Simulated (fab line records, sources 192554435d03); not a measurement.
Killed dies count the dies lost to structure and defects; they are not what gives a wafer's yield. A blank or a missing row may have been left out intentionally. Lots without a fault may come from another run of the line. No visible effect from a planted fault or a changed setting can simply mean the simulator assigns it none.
Which of the tools did it? :: flow n5_finfet :: 72 wafers from 24 lots sampled at 4 of the route's 1938 steps

## WHAT THE GAUGES READ, wafer by wafer
N5_BEOL_M12_OVL_MEAS_29. Usual: M12_OVL gives 1 nm (standard deviation 4.2).
lot: L074
measured: day 11 09:37
on: overlay-01
M12_OVL (nm): 4 5 2
flag: 

lot: L075
measured: day 11 10:43
on: overlay-02
M12_OVL (nm): 2 -1 -5
flag: 

lot: L078
measured: day 13 13:56
on: overlay-02
M12_OVL (nm): -3 8 6
flag: 

lot: L077
measured: day 13 14:55
on: overlay-01
M12_OVL (nm): 0 2 5
flag: 

lot: L076
measured: day 13 20:01
on: overlay-01
M12_OVL (nm): 3 -1 4
flag: 

lot: L083
measured: day 13 22:56
on: overlay-02
M12_OVL (nm): 3 4 5
flag: 

lot: L080
measured: day 14 03:53
on: overlay-01
M12_OVL (nm): -1 -2 3
flag: 

lot: L081
measured: day 14 04:34
on: overlay-01
M12_OVL (nm): 8 -3 -9
flag: 

lot: L079
measured: day 14 14:15
on: overlay-01
M12_OVL (nm): -1 0 0
flag: 

lot: L082
measured: day 14 16:55
on: overlay-02
M12_OVL (nm): 0 0 2
flag: 

lot: L084
measured: day 15 04:39
on: overlay-01
M12_OVL (nm): -2 1 2
flag: 

lot: L086
measured: day 15 08:15
on: overlay-01
M12_OVL (nm): -2 -8 1
flag: 

lot: L085
measured: day 15 11:58
on: overlay-02
M12_OVL (nm): 1 7 3
flag: 

lot: L088
measured: day 15 14:27
on: overlay-01
M12_OVL (nm): 1 -2 -4
flag: 

lot: L087
measured: day 15 21:40
on: overlay-02
M12_OVL (nm): -1 2 4
flag: 

lot: L091
measured: day 16 05:34
on: overlay-02
M12_OVL (nm): 1 11 0
flag: 

lot: L089
measured: day 16 18:18
on: overlay-02
M12_OVL (nm): -1 -2 7
flag: 

lot: L093
measured: day 16 22:26
on: overlay-02
M12_OVL (nm): 3 -5 -4
flag: 

lot: L090
measured: day 17 01:16
on: overlay-01
M12_OVL (nm): 7 4 1
flag: 

lot: L094
measured: day 17 09:02
on: overlay-01
M12_OVL (nm): 4 8 1
flag: 

lot: L092
measured: day 17 09:08
on: overlay-01
M12_OVL (nm): 3 4 5
flag: 

lot: L095
measured: day 17 15:41
on: overlay-01
M12_OVL (nm): -6 -7 1
flag: 

lot: L096
measured: day 18 07:19
on: overlay-02
M12_OVL (nm): 1 -2 1
flag: 

lot: L097
measured: day 18 11:56
on: overlay-02
M12_OVL (nm): 3 2 4
flag: 

N5_BEOL_M12_INSPECT_55: inspects for defects (darkfield). Usual: raw_defect_count reads 75 (standard deviation 27).
lot: L074
measured: day 11 14:23
on: defect_inspect-02
raw_defect_count: 87 103 88
flag: 

lot: L075
measured: day 11 14:38
on: defect_inspect-01
raw_defect_count: 84 105 87
flag: 

lot: L078
measured: day 13 17:08
on: defect_inspect-01
raw_defect_count: 105 96 76
flag: 

lot: L077
measured: day 13 17:43
on: defect_inspect-02
raw_defect_count: 200 82 106
flag: 

lot: L076
measured: day 13 22:52
on: defect_inspect-01
raw_defect_count: 47 46 72
flag: 

lot: L083
measured: day 14 02:25
on: defect_inspect-01
raw_defect_count: 57 58 49
flag: 

lot: L080
measured: day 14 08:20
on: defect_inspect-02
raw_defect_count: 66 82 57
flag: 

lot: L081
measured: day 14 08:40
on: defect_inspect-02
raw_defect_count: 62 71 96
flag: 

lot: L079
measured: day 14 18:13
on: defect_inspect-02
raw_defect_count: 78 72 69
flag: 

lot: L082
measured: day 15 00:56
on: defect_inspect-02
raw_defect_count: 53 74 66
flag: 

lot: L084
measured: day 15 08:53
on: defect_inspect-01
raw_defect_count: 66 59 51
flag: 

lot: L086
measured: day 15 13:53
on: defect_inspect-02
raw_defect_count: 88 54 61
flag: 

lot: L085
measured: day 15 17:13
on: defect_inspect-02
raw_defect_count: 44 57 73
flag: 

lot: L088
measured: day 15 19:04
on: defect_inspect-02
raw_defect_count: 67 71 71
flag: 

lot: L087
measured: day 16 05:02
on: defect_inspect-02
raw_defect_count: 118 97 130
flag: 

lot: L091
measured: day 16 13:10
on: defect_inspect-01
raw_defect_count: 92 81 101
flag: 

lot: L089
measured: day 16 21:30
on: defect_inspect-01
raw_defect_count: 84 113 102
flag: 

lot: L093
measured: day 17 01:47
on: defect_inspect-01
raw_defect_count: 73 105 83
flag: 

lot: L090
measured: day 17 03:47
on: defect_inspect-02
raw_defect_count: 76 59 40
flag: 

lot: L094
measured: day 17 14:12
on: defect_inspect-02
raw_defect_count: 114 76 51
flag: 

lot: L092
measured: day 17 14:30
on: defect_inspect-02
raw_defect_count: 61 68 88
flag: 

lot: L095
measured: day 17 21:08
on: defect_inspect-01
raw_defect_count: 31 67 32
flag: 

lot: L096
measured: day 18 10:46
on: defect_inspect-01
raw_defect_count: 58 84 58
flag: 

lot: L097
measured: day 18 15:33
on: defect_inspect-02
raw_defect_count: 43 61 63
flag: 

## TOOL THAT RAN EACH LOT (tool first, then ch and the chambers of the sampled wafers, then the start)
lot: L074
N5_BEOL_M12_PRE_CLEAN_42: pvd_sputter-03, day 11 13:08
N5_BEOL_M12_CMP_49: cmp-04 ch 0,2, day 11 13:56

lot: L075
N5_BEOL_M12_PRE_CLEAN_42: pvd_sputter-02, day 11 13:26
N5_BEOL_M12_CMP_49: cmp-02 ch 0,1,2, day 11 14:14

lot: L078
N5_BEOL_M12_PRE_CLEAN_42: pvd_sputter-03, day 13 15:55
N5_BEOL_M12_CMP_49: cmp-02 ch 0,3, day 13 16:44

lot: L077
N5_BEOL_M12_PRE_CLEAN_42: pvd_sputter-01, day 13 16:30
N5_BEOL_M12_CMP_49: cmp-04 ch 0,1,3, day 13 17:18

lot: L076
N5_BEOL_M12_PRE_CLEAN_42: pvd_sputter-02, day 13 21:40
N5_BEOL_M12_CMP_49: cmp-01 ch 0,2,3, day 13 22:32

lot: L083
N5_BEOL_M12_PRE_CLEAN_42: pvd_sputter-02, day 14 01:12
N5_BEOL_M12_CMP_49: cmp-04 ch 1,3, day 14 01:58

lot: L080
N5_BEOL_M12_PRE_CLEAN_42: pvd_sputter-03, day 14 06:11
N5_BEOL_M12_CMP_49: cmp-01 ch 0,1,2, day 14 07:53

lot: L081
N5_BEOL_M12_PRE_CLEAN_42: pvd_sputter-01, day 14 06:20
N5_BEOL_M12_CMP_49: cmp-04 ch 0,2,3, day 14 08:14

lot: L079
N5_BEOL_M12_PRE_CLEAN_42: pvd_sputter-01, day 14 17:01
N5_BEOL_M12_CMP_49: cmp-01 ch 0,2,3, day 14 17:46

lot: L082
N5_BEOL_M12_PRE_CLEAN_42: pvd_sputter-01, day 14 23:44
N5_BEOL_M12_CMP_49: cmp-02 ch 1,2,3, day 15 00:32

lot: L084
N5_BEOL_M12_PRE_CLEAN_42: pvd_sputter-02, day 15 07:41
N5_BEOL_M12_CMP_49: cmp-01 ch 0,1,3, day 15 08:31

lot: L086
N5_BEOL_M12_PRE_CLEAN_42: pvd_sputter-02, day 15 12:17
N5_BEOL_M12_CMP_49: cmp-01 ch 1,2,3, day 15 13:26

lot: L085
N5_BEOL_M12_PRE_CLEAN_42: pvd_sputter-02, day 15 16:00
N5_BEOL_M12_CMP_49: cmp-04 ch 0,3, day 15 16:46

lot: L088
N5_BEOL_M12_PRE_CLEAN_42: pvd_sputter-01, day 15 17:16
N5_BEOL_M12_CMP_49: cmp-02 ch 0,1,2, day 15 18:37

lot: L087
N5_BEOL_M12_PRE_CLEAN_42: pvd_sputter-02, day 16 03:00
N5_BEOL_M12_CMP_49: cmp-02 ch 0,2,3, day 16 04:42

lot: L091
N5_BEOL_M12_PRE_CLEAN_42: pvd_sputter-01, day 16 11:25
N5_BEOL_M12_CMP_49: cmp-01 ch 0,1,2, day 16 12:47

lot: L089
N5_BEOL_M12_PRE_CLEAN_42: pvd_sputter-03, day 16 20:18
N5_BEOL_M12_CMP_49: cmp-02 ch 0,3, day 16 21:05

lot: L093
N5_BEOL_M12_PRE_CLEAN_42: pvd_sputter-03, day 17 00:18
N5_BEOL_M12_CMP_49: cmp-02 ch 0,1,3, day 17 01:20

lot: L090
N5_BEOL_M12_PRE_CLEAN_42: pvd_sputter-03, day 17 02:32
N5_BEOL_M12_CMP_49: cmp-01 ch 1,2,3, day 17 03:19

lot: L094
N5_BEOL_M12_PRE_CLEAN_42: pvd_sputter-03, day 17 12:50
N5_BEOL_M12_CMP_49: cmp-02 ch 2,3, day 17 13:45

lot: L092
N5_BEOL_M12_PRE_CLEAN_42: pvd_sputter-03, day 17 13:17
N5_BEOL_M12_CMP_49: cmp-04 ch 0,1,3, day 17 14:03

lot: L095
N5_BEOL_M12_PRE_CLEAN_42: pvd_sputter-01, day 17 19:53
N5_BEOL_M12_CMP_49: cmp-04 ch 1,2,3, day 17 20:46

lot: L096
N5_BEOL_M12_PRE_CLEAN_42: pvd_sputter-01, day 18 09:04
N5_BEOL_M12_CMP_49: cmp-02 ch 0,3, day 18 10:19

lot: L097
N5_BEOL_M12_PRE_CLEAN_42: pvd_sputter-02, day 18 14:21
N5_BEOL_M12_CMP_49: cmp-02 ch 0,1, day 18 15:08
- N5_BEOL_M12_PRE_CLEAN_42: time 30 s.
- N5_BEOL_M12_CMP_49: polishes, stops on SiOC, t overpolish 20.6 s, target thk 320 nm.

## AS READ BY THE TOOLS THEMSELVES (means over the sampled wafers that have a number; for cases with no such wafer, the mark the record gives instead)
N5_BEOL_M12_PRE_CLEAN_42. Usual: heater_power_w 344 W, standard deviation 35; susceptor_temp_C 250.00 C, standard deviation 0.16.
lot: L074
tool: pvd_sputter-03
heater_power_w (W): 348
susceptor_temp_C (C): 249.85
flag: 

lot: L075
tool: pvd_sputter-02
heater_power_w (W): 306
susceptor_temp_C (C): 249.98
flag: 

lot: L078
tool: pvd_sputter-03
heater_power_w (W): 341
susceptor_temp_C (C): 249.95
flag: 

lot: L077
tool: pvd_sputter-01
heater_power_w (W): 341
susceptor_temp_C (C): 250.00
flag: 

lot: L076
tool: pvd_sputter-02
heater_power_w (W): 334
susceptor_temp_C (C): 250.06
flag: 

lot: L083
tool: pvd_sputter-02
heater_power_w (W): 307
susceptor_temp_C (C): 250.13
flag: 

lot: L080
tool: pvd_sputter-03
heater_power_w (W): 328
susceptor_temp_C (C): 249.89
flag: 

lot: L081
tool: pvd_sputter-01
heater_power_w (W): 344
susceptor_temp_C (C): 250.05
flag: 

lot: L079
tool: pvd_sputter-01
heater_power_w (W): 368
susceptor_temp_C (C): 250.06
flag: 

lot: L082
tool: pvd_sputter-01
heater_power_w (W): 376
susceptor_temp_C (C): 249.92
flag: 

lot: L084
tool: pvd_sputter-02
heater_power_w (W): 333
susceptor_temp_C (C): 250.10
flag: 

lot: L086
tool: pvd_sputter-02
heater_power_w (W): 338
susceptor_temp_C (C): 250.03
flag: 

lot: L085
tool: pvd_sputter-02
heater_power_w (W): 314
susceptor_temp_C (C): 249.93
flag: 

lot: L088
tool: pvd_sputter-01
heater_power_w (W): 350
susceptor_temp_C (C): 250.13
flag: 

lot: L087
tool: pvd_sputter-02
heater_power_w (W): 315
susceptor_temp_C (C): 250.03
flag: 

lot: L091
tool: pvd_sputter-01
heater_power_w (W): 380
susceptor_temp_C (C): 249.83
flag: 

lot: L089
tool: pvd_sputter-03
heater_power_w (W): 351
susceptor_temp_C (C): 249.95
flag: 

lot: L093
tool: pvd_sputter-03
heater_power_w (W): 341
susceptor_temp_C (C): 250.08
flag: 

lot: L090
tool: pvd_sputter-03
heater_power_w (W): 352
susceptor_temp_C (C): 250.01
flag: 

lot: L094
tool: pvd_sputter-03
heater_power_w (W): 317
susceptor_temp_C (C): 250.13
flag: 

lot: L092
tool: pvd_sputter-03
heater_power_w (W): 345
susceptor_temp_C (C): 250.04
flag: 

lot: L095
tool: pvd_sputter-01
heater_power_w (W): 372
susceptor_temp_C (C): 249.99
flag: 

lot: L096
tool: pvd_sputter-01
heater_power_w (W): 399
susceptor_temp_C (C): 249.99
flag: 

lot: L097
tool: pvd_sputter-02
heater_power_w (W): 319
susceptor_temp_C (C): 249.78
flag: 

N5_BEOL_M12_CMP_49. Usual: barrier_field_endpoint_s 30.4 s, standard deviation 0.78; motor_current_A 6.2 A, standard deviation 0.67; overpolish_run_s 20.600 s, standard deviation 0.009.
lot: L074
tool: cmp-04
barrier_field_endpoint_s (s): 29.5
motor_current_A (A): 6.4
overpolish_run_s (s): 20.601
flag: 

lot: L075
tool: cmp-02
barrier_field_endpoint_s (s): 29.6
motor_current_A (A): 6.1
overpolish_run_s (s): 20.600
flag: 

lot: L078
tool: cmp-02
barrier_field_endpoint_s (s): 30.4
motor_current_A (A): 6.8
overpolish_run_s (s): 20.605
flag: 

lot: L077
tool: cmp-04
barrier_field_endpoint_s (s): 30.1
motor_current_A (A): 6.1
overpolish_run_s (s): 20.599
flag: 

lot: L076
tool: cmp-01
barrier_field_endpoint_s (s): 30.8
motor_current_A (A): 6.1
overpolish_run_s (s): 20.597
flag: 

lot: L083
tool: cmp-04
barrier_field_endpoint_s (s): 30.6
motor_current_A (A): 5.8
overpolish_run_s (s): 20.593
flag: 

lot: L080
tool: cmp-01
barrier_field_endpoint_s (s): 31.6
motor_current_A (A): 6.6
overpolish_run_s (s): 20.602
flag: 

lot: L081
tool: cmp-04
barrier_field_endpoint_s (s): 30.2
motor_current_A (A): 6.2
overpolish_run_s (s): 20.598
flag: 

lot: L079
tool: cmp-01
barrier_field_endpoint_s (s): 30.7
motor_current_A (A): 6.0
overpolish_run_s (s): 20.591
flag: 

lot: L082
tool: cmp-02
barrier_field_endpoint_s (s): 29.7
motor_current_A (A): 5.8
overpolish_run_s (s): 20.601
flag: 

lot: L084
tool: cmp-01
barrier_field_endpoint_s (s): 30.7
motor_current_A (A): 6.2
overpolish_run_s (s): 20.605
flag: 

lot: L086
tool: cmp-01
barrier_field_endpoint_s (s): 31.2
motor_current_A (A): 6.8
overpolish_run_s (s): 20.607
flag: 

lot: L085
tool: cmp-04
barrier_field_endpoint_s (s): 30.5
motor_current_A (A): 5.8
overpolish_run_s (s): 20.599
flag: 

lot: L088
tool: cmp-02
barrier_field_endpoint_s (s): 29.6
motor_current_A (A): 6.0
overpolish_run_s (s): 20.599
flag: 

lot: L087
tool: cmp-02
barrier_field_endpoint_s (s): 30.5
motor_current_A (A): 6.1
overpolish_run_s (s): 20.597
flag: 

lot: L091
tool: cmp-01
barrier_field_endpoint_s (s): 31.5
motor_current_A (A): 6.6
overpolish_run_s (s): 20.601
flag: 

lot: L089
tool: cmp-02
barrier_field_endpoint_s (s): 30.7
motor_current_A (A): 6.6
overpolish_run_s (s): 20.594
flag: 

lot: L093
tool: cmp-02
barrier_field_endpoint_s (s): 30.3
motor_current_A (A): 6.5
overpolish_run_s (s): 20.601
flag: 

lot: L090
tool: cmp-01
barrier_field_endpoint_s (s): 29.9
motor_current_A (A): 6.8
overpolish_run_s (s): 20.589
flag: 

lot: L094
tool: cmp-02
barrier_field_endpoint_s (s): 31.2
motor_current_A (A): 5.4
overpolish_run_s (s): 20.610
flag: 

lot: L092
tool: cmp-04
barrier_field_endpoint_s (s): 30.0
motor_current_A (A): 5.9
overpolish_run_s (s): 20.606
flag: 

lot: L095
tool: cmp-04
barrier_field_endpoint_s (s): 30.8
motor_current_A (A): 6.2
overpolish_run_s (s): 20.594
flag: 

lot: L096
tool: cmp-02
barrier_field_endpoint_s (s): 29.8
motor_current_A (A): 7.0
overpolish_run_s (s): 20.601
flag: 

lot: L097
tool: cmp-02
barrier_field_endpoint_s (s): 30.2
motor_current_A (A): 6.8
overpolish_run_s (s): 20.602
flag: 

## THE ANSWER, worked out from the rows above alone
Rule: lot off if the mean of its wafers having a number is beyond 3 standard deviations from the usual mean. A lot without any number at a reading at which 4 lots or more have one is off too. Any other lot the step has rows for is counted as sound. Order of review: gauges by route order, followed by the tools' own readings, for which a lot's mean as printed above is used. The first step at which some lot is off is used, and at that step the reading that is off furthest; a lot without a number counts as furthest.
None of the lots is off at any reading shown; this tells nothing.

## WHAT HAD BEEN PUT IN BY THE SIMULATOR
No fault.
